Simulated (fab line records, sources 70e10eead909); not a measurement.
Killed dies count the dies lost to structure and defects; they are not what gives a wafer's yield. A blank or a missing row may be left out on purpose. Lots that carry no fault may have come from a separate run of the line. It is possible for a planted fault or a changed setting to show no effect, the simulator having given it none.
What tool caused it? || flow nand harc || 6 lots, 18 wafers sampled, at 3 steps of a route of 1302

WHAT THE GAUGES SHOWED, per wafer
NHARC_A_ONON_D2_THK_MEAS_05: measures by ellipsometry.
{"lot": "L290", "measured": "day 13 18:32", "on": "film metro-01", "thk nm (nm)": "1004 1004 1006"}
{"lot": "L292", "measured": "day 13 18:34", "on": "film metro-02", "thk nm (nm)": "996 996 997"}
{"lot": "L293", "measured": "day 14 14:43", "on": "film metro-01", "thk nm (nm)": "992 989 991"}
{"lot": "L305", "measured": "day 18 21:07", "on": "film metro-02", "thk nm (nm)": "1038 1038 1036"}
{"lot": "L308", "measured": "day 20 18:49", "on": "film metro-01", "thk nm (nm)": "995 995 996"}
{"lot": "L310", "measured": "day 21 08:40", "on": "film metro-02", "thk nm (nm)": "1002 1002 1004"}

WHAT TOOL EACH LOT RAN ON (gives the tool, then ch and the chambers of the sampled wafers, and finally the start)
{"lot": "L290", "NHARC_A_CHANNEL_FILL_D1_CMP_10": "cmp-04 ch 1,2, day 12 00:23", "NHARC_A_ONON_D2_DEP_03": "pecvd onon-01 ch 0, day 13 18:01"}
{"lot": "L292", "NHARC_A_CHANNEL_FILL_D1_CMP_10": "cmp-01 ch 1,2,3, day 12 08:46", "NHARC_A_ONON_D2_DEP_03": "pecvd onon-03 ch 0, day 13 18:14"}
{"lot": "L293", "NHARC_A_CHANNEL_FILL_D1_CMP_10": "cmp-02 ch 0,3, day 12 22:08", "NHARC_A_ONON_D2_DEP_03": "pecvd onon-02 ch 0, day 14 14:12"}
{"lot": "L305", "NHARC_A_CHANNEL_FILL_D1_CMP_10": "cmp-04 ch 0,2,3, day 17 13:22", "NHARC_A_ONON_D2_DEP_03": "pecvd onon-01 ch 0, day 18 20:36"}
{"lot": "L308", "NHARC_A_CHANNEL_FILL_D1_CMP_10": "cmp-02 ch 0,2, day 19 06:52", "NHARC_A_ONON_D2_DEP_03": "pecvd onon-02 ch 0, day 20 18:21"}
{"lot": "L310", "NHARC_A_CHANNEL_FILL_D1_CMP_10": "cmp-01 ch 0,2, day 19 19:26", "NHARC_A_ONON_D2_DEP_03": "pecvd onon-03 ch 0, day 21 08:10"}
- NHARC_A_CHANNEL_FILL_D1_CMP_10: polishes, target thk 150 nm.
- NHARC_A_ONON_D2_DEP_03: target thk 1000 nm.

THE ANSWER, worked out from the rows above alone
Rule: what is usual is taken from the lots themselves. Put in order of their means at a reading, lots are off if they are a third of the lots or fewer, leave a main group of 4 or more, and stand apart from it by a gap of 3 or more times the standard deviation of the main group's means; of several such gaps the widest counts. The tables above print the reading to a certain number of digits; a main group whose means all agree to those digits is not used. A lot without any number at a reading at which 4 lots or more have one is off too. The other lots that the step has rows for count as sound.
Off: L305, at NHARC_A_ONON_D2_THK_MEAS_05 (thk nm). Main group: mean 998 nm, sd 5.1.
A tool fits if, at a process step before that reading, it ran every lot that is off, and no sound lot after the first of them. Those tools and the gauges at NHARC_A_ONON_D2_THK_MEAS_05 are tried in the same way. This does not decide it: 2 tools fit, namely cmp-04 at NHARC_A_CHANNEL_FILL_D1_CMP_10 and pecvd onon-01 at NHARC_A_ONON_D2_DEP_03.

WHAT HAD BEEN PUT IN BY THE SIMULATOR
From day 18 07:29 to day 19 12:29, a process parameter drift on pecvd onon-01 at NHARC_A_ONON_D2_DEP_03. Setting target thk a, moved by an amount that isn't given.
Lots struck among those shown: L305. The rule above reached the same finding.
